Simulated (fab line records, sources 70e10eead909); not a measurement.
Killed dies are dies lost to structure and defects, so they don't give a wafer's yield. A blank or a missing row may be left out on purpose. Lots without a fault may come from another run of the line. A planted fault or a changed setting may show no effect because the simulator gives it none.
Chamber matching | flow nand_harc | NHARC_A_SLIT_ETCH_29 on rie_diel-11: 4 sister chambers
The step etches the open film in CF4/O2, target depth 100 nm, overetch 10 nm, time 55 s. 8 wafers are shown with their chamber, then 8 later ones without.

WAFERS WITH THEIR CHAMBER
wafer  | chamber | drypump_motor_current_A (A) | oes_product_au (a.u.)
L404.2 | 1       | 5.7                         | 1.006
L407.2 | 0       | 5.1                         | 1.007
L407.3 | 2       | 5.4                         | 1.007
L414.1 | 2       | 5.4                         | 1.006
L414.3 | 1       | 5.7                         | 1.000
L419.4 | 0       | 5.1                         | 1.006
L419.6 | 3       | 5.9                         | 0.988
L415.1 | 3       | 6.0                         | 0.994

WAFERS WITHOUT THEIR CHAMBER
wafer  | drypump_motor_current_A (A) | oes_product_au (a.u.)
L415.2 | 5.1                         | 1.026
L415.3 | 5.7                         | 1.015
L420.3 | 5.1                         | 1.019
L420.5 | 5.1                         | 1.012
L420.6 | 6.0                         | 0.993
L427.2 | 5.9                         | 0.981
L427.4 | 5.4                         | 1.004
L427.6 | 5.1                         | 1.010

WHICH CHAMBER EACH WENT THROUGH
wafer  | from the rows above | in truth
L415.2 | 0                   | 0
L415.3 | 1                   | 1
L420.3 | 0                   | 0
L420.5 | 0                   | 0
L420.6 | 3                   | 3
L427.2 | 3                   | 3
L427.4 | 2                   | 2
L427.6 | 0                   | 0
Placed correctly: 8 of 8. Can't be placed from these rows: 0. Placed wrongly: 0.
How it was worked out, from the rows above alone: a wafer's distance from a chamber is the root of the sum, over the readings, of the square of ((its reading less the chamber's mean) divided by the reading's scatter). The wafer belongs to the nearest chamber; if the next one is less than 2 further off, it can't be placed. A chamber's mean is the mean of its shown wafers. The scatter: the root of (the sum of the squares of (reading less its chamber's mean) over the shown wafers, divided by (wafers less chambers)).
